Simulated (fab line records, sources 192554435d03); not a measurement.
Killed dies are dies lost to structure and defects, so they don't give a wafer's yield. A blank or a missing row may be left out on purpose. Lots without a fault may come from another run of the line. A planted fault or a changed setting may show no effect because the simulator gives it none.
Which tool did it? | flow n5_finfet | 9 lots, 27 wafers sampled, at 7 steps of a route of 1938

WHAT THE GAUGES READ, wafer by wafer
N5_BEOL_M9_CD_MEAS_28: target cd 70 nm. Usual: cd_nm 70.05 nm, standard deviation 0.22.
lot  | measured     | on        | cd_nm (nm)        | flag
L997 | day 10 11:16 | cd_sem-03 | 70.40 70.42 70.29 |
L100 | day 11 16:35 | cd_sem-02 | 69.72 70.05 70.13 |
L101 | day 11 23:26 | cd_sem-01 | 70.13 69.98 69.94 |
L109 | day 13 11:26 | cd_sem-02 | 69.53 69.55 69.96 |
L110 | day 13 20:55 | cd_sem-03 | 70.13 70.21 70.08 |
L111 | day 14 00:33 | cd_sem-02 | 70.03 70.13 69.64 |
L116 | day 15 04:32 | cd_sem-03 | 70.18 69.99 70.25 |
L115 | day 15 14:36 | cd_sem-03 | 70.32 70.02 70.32 |
L118 | day 16 01:47 | cd_sem-02 | 70.13 69.93 69.91 |

N5_BEOL_M9_OCD_MEAS_38. Usual: trench_depth_nm 152 nm, standard deviation 3.1.
lot  | measured     | on     | trench_depth_nm (nm) | flag
L997 | day 10 12:04 | ocd-01 | 153 155 153          |
L100 | day 11 17:10 | ocd-02 | 150 155 151          |
L101 | day 12 00:14 | ocd-01 | 146 151 146          |
L109 | day 13 12:01 | ocd-01 | 153 154 149          |
L110 | day 13 21:30 | ocd-02 | 151 139 155          |
L111 | day 14 01:28 | ocd-01 | 154 138 150          |
L116 | day 15 05:07 | ocd-01 | 154 151 150          |
L115 | day 15 15:11 | ocd-01 | 153 153 152          |
L118 | day 16 02:22 | ocd-01 | 151 154 152          |

N5_BEOL_M9_CD_MEAS_35: target cd 70 nm, target cd y 40 nm. Usual: cd_nm 70.0 nm, standard deviation 0.53.
lot  | measured     | on        | cd_nm (nm)     | flag
L997 | day 10 12:13 | cd_sem-03 | 70.5 69.8 70.5 |
L100 | day 11 17:19 | cd_sem-02 | 69.9 70.8 70.1 |
L101 | day 12 00:23 | cd_sem-02 | 69.5 70.0 69.6 |
L109 | day 13 12:10 | cd_sem-02 | 68.8 69.5 70.1 |
L110 | day 13 21:40 | cd_sem-03 | 70.0 69.9 71.2 |
L111 | day 14 01:38 | cd_sem-02 | 69.6 70.5 70.4 |
L116 | day 15 05:16 | cd_sem-03 | 69.8 70.2 70.5 |
L115 | day 15 15:20 | cd_sem-03 | 69.2 70.4 68.7 |
L118 | day 16 02:31 | cd_sem-02 | 69.8 70.6 69.6 |

N5_BEOL_M9_THK_MEAS_53: measures by xrf. Usual: M9_THK 142 nm, standard deviation 3.2.
lot  | measured     | on            | M9_THK (nm) | flag
L997 | day 10 14:14 | film_metro-02 | 144 145 144 |
L100 | day 11 20:38 | film_metro-01 | 140 143 141 |
L101 | day 12 04:13 | film_metro-01 | 137 142 136 |
L109 | day 13 14:22 | film_metro-01 | 143 143 138 |
L110 | day 13 23:41 | film_metro-01 | 141 128 143 |
L111 | day 14 04:48 | film_metro-01 | 143 126 138 |
L116 | day 15 08:18 | film_metro-02 | 142 140 139 |
L115 | day 15 17:51 | film_metro-02 | 142 142 142 |
L118 | day 16 05:02 | film_metro-02 | 141 145 140 |

N5_BEOL_M9_RS_MEAS_57: measures by four-point-probe. Usual: M9_RS 0.150 ohm/sq, standard deviation 0.0038.
lot  | measured     | on            | M9_RS (ohm/sq)    | flag
L997 | day 10 14:25 | film_metro-01 | 0.150 0.148 0.149 |
L100 | day 11 20:46 | film_metro-01 | 0.154 0.149 0.152 |
L101 | day 12 04:21 | film_metro-02 | 0.158 0.151 0.157 |
L109 | day 13 14:31 | film_metro-02 | 0.149 0.149 0.154 |
L110 | day 13 23:49 | film_metro-01 | 0.150 0.167 0.148 |
L111 | day 14 04:56 | film_metro-01 | 0.148 0.171 0.154 |
L116 | day 15 08:28 | film_metro-02 | 0.148 0.151 0.152 |
L115 | day 15 17:59 | film_metro-01 | 0.150 0.150 0.149 |
L118 | day 16 05:10 | film_metro-01 | 0.151 0.146 0.151 |

WHICH TOOL RAN EACH LOT (tool, then ch and the chambers of the sampled wafers, then the start)
lot  | N5_BEOL_M9_ETCH_76                 | N5_BEOL_M9_TRENCH_ETCH_37
L997 | rie_diel-06 ch 0,1, day 10 11:26   | rie_diel-06 ch 0,1, day 10 11:49
L100 | rie_diel-06 ch 0,2, day 11 16:44   | rie_diel-06 ch 0,2, day 11 16:59
L101 | rie_diel-03 ch 0,1, day 11 23:37   | rie_diel-03 ch 0,1, day 11 23:59
L109 | rie_diel-06 ch 1,3, day 13 11:35   | rie_diel-06 ch 1,3, day 13 11:50
L110 | rie_diel-06 ch 1,2,3, day 13 21:05 | rie_diel-06 ch 1,2,3, day 13 21:20
L111 | rie_diel-06 ch 1,2,3, day 14 01:03 | rie_diel-06 ch 1,2,3, day 14 01:18
L116 | rie_diel-03 ch 2,3, day 15 04:42   | rie_diel-03 ch 2,3, day 15 04:56
L115 | rie_diel-05 ch 0,1, day 15 14:46   | rie_diel-05 ch 0,1, day 15 15:00
L118 | rie_diel-03 ch 2,3, day 16 01:57   | rie_diel-03 ch 2,3, day 16 02:11
- N5_BEOL_M9_ETCH_76: etches underlayer in N2/H2, target depth 6.5 nm, time 5.2 s.
- N5_BEOL_M9_TRENCH_ETCH_37: etches SiCOH lowk in C4F6/O2, target depth 151.43 nm, time 49 s.

WHAT THE TOOLS THEMSELVES READ (means of the sampled wafers that have a number; where no wafer has one, the mark that the record gives instead)
N5_BEOL_M9_ETCH_76. Usual: bias_w 150.0 W, standard deviation 0.42; drypump_motor_current_A 5.43 A, standard deviation 0.29; etch_rf_on_time_s 5.17 s, standard deviation 0.12; oes_product_au 0.68 a.u., standard deviation 0.083; rf_vpp_V 524.5 V, standard deviation 2.2; showerhead_plenum_p_Torr 2.57 Torr, standard deviation 0.063; throttle_valve_pct 17.9 %, standard deviation 0.3.
lot  | tool        | bias_w (W) | drypump_motor_current_A (A) | etch_rf_on_time_s (s) | oes_product_au (a.u.) | rf_vpp_V (V) | showerhead_plenum_p_Torr (Torr) | throttle_valve_pct (%) | flag
L997 | rie_diel-06 | 150.1      | 5.33                        | 5.10                  | 0.74                  | 526.9        | 2.62                            | 17.6                   |
L100 | rie_diel-06 | 150.2      | 5.63                        | 5.17                  | 0.62                  | 524.5        | 2.58                            | 18.3                   |
L101 | rie_diel-03 | 150.2      | 5.71                        | 5.37                  | 0.61                  | 524.2        | 2.56                            | 17.6                   |
L109 | rie_diel-06 | 150.1      | 5.40                        | 5.15                  | 0.70                  | 524.4        | 2.57                            | 17.8                   |
L110 | rie_diel-06 | 149.8      | 5.56                        | 5.15                  | 0.65                  | 523.4        | 2.55                            | 18.1                   |
L111 | rie_diel-06 | 149.3      | 5.56                        | 5.11                  | 0.65                  | 524.4        | 2.55                            | 18.1                   |
L116 | rie_diel-03 | 149.8      | 5.22                        | 5.20                  | 0.76                  | 521.9        | 2.53                            | 17.8                   |
L115 | rie_diel-05 | 149.8      | 5.35                        | 5.13                  | 0.73                  | 523.5        | 2.52                            | 17.6                   |
L118 | rie_diel-03 | 150.2      | 5.19                        | 5.16                  | 0.75                  | 523.4        | 2.53                            | 17.8                   |

N5_BEOL_M9_TRENCH_ETCH_37. Usual: bias_w 185.0 W, standard deviation 0.5; drypump_motor_current_A 5.43 A, standard deviation 0.29; oes_product_au 0.80 a.u., standard deviation 0.097; rf_vpp_V 667 V, standard deviation 9; showerhead_plenum_p_Torr 2.87 Torr, standard deviation 0.074; throttle_valve_pct 20.90 %, standard deviation 0.21.
lot  | tool        | bias_w (W) | drypump_motor_current_A (A) | oes_product_au (a.u.) | rf_vpp_V (V) | showerhead_plenum_p_Torr (Torr) | throttle_valve_pct (%) | flag
L997 | rie_diel-06 | 185.2      | 5.33                        | 0.86                  | 668          | 2.93                            | 20.80                  |
L100 | rie_diel-06 | 184.6      | 5.62                        | 0.73                  | 668          | 2.86                            | 21.12                  |
L101 | rie_diel-03 | 184.7      | 5.71                        | 0.72                  | 667          | 2.88                            | 20.77                  |
L109 | rie_diel-06 | 185.2      | 5.39                        | 0.81                  | 671          | 2.88                            | 20.93                  |
L110 | rie_diel-06 | 172.7      | 5.55                        | 0.75                  | 634          | 2.85                            | 21.07                  | OFF
L111 | rie_diel-06 | 173.1      | 5.56                        | 0.75                  | 634          | 2.85                            | 21.07                  | OFF
L116 | rie_diel-03 | 184.8      | 5.22                        | 0.89                  | 669          | 2.82                            | 20.77                  |
L115 | rie_diel-05 | 185.5      | 5.32                        | 0.85                  | 663          | 2.81                            | 20.68                  |
L118 | rie_diel-03 | 184.4      | 5.22                        | 0.88                  | 669          | 2.82                            | 20.77                  |

THE ANSWER, worked out from the rows above alone
Rule: a lot is off if the mean of its wafers that have a number lies more than 3 standard deviations from the usual mean. A lot without any number at a reading at which 4 lots or more have one is off too. The other lots that the step has rows for count as sound. The gauges are gone through in route order, then the tools' own readings, and for those a lot's mean is taken as printed above. The first step at which some lot is off is used, and at that step the reading that is off furthest; a lot without a number counts as furthest.
Off: L110, L111, at N5_BEOL_M9_TRENCH_ETCH_37 (bias_w).
A tool fits if, at that step or a process step before it, it ran every lot that is off, and no sound lot after the first of them. One fits: rie_diel-06 at N5_BEOL_M9_ETCH_76 and N5_BEOL_M9_TRENCH_ETCH_37. At N5_BEOL_M9_ETCH_76 its last sound lot is L109 (day 13 11:35), its first lot that is off L110 (day 13 21:05): a fault that began between those two fits.

WHAT THE SIMULATOR HAD PUT IN
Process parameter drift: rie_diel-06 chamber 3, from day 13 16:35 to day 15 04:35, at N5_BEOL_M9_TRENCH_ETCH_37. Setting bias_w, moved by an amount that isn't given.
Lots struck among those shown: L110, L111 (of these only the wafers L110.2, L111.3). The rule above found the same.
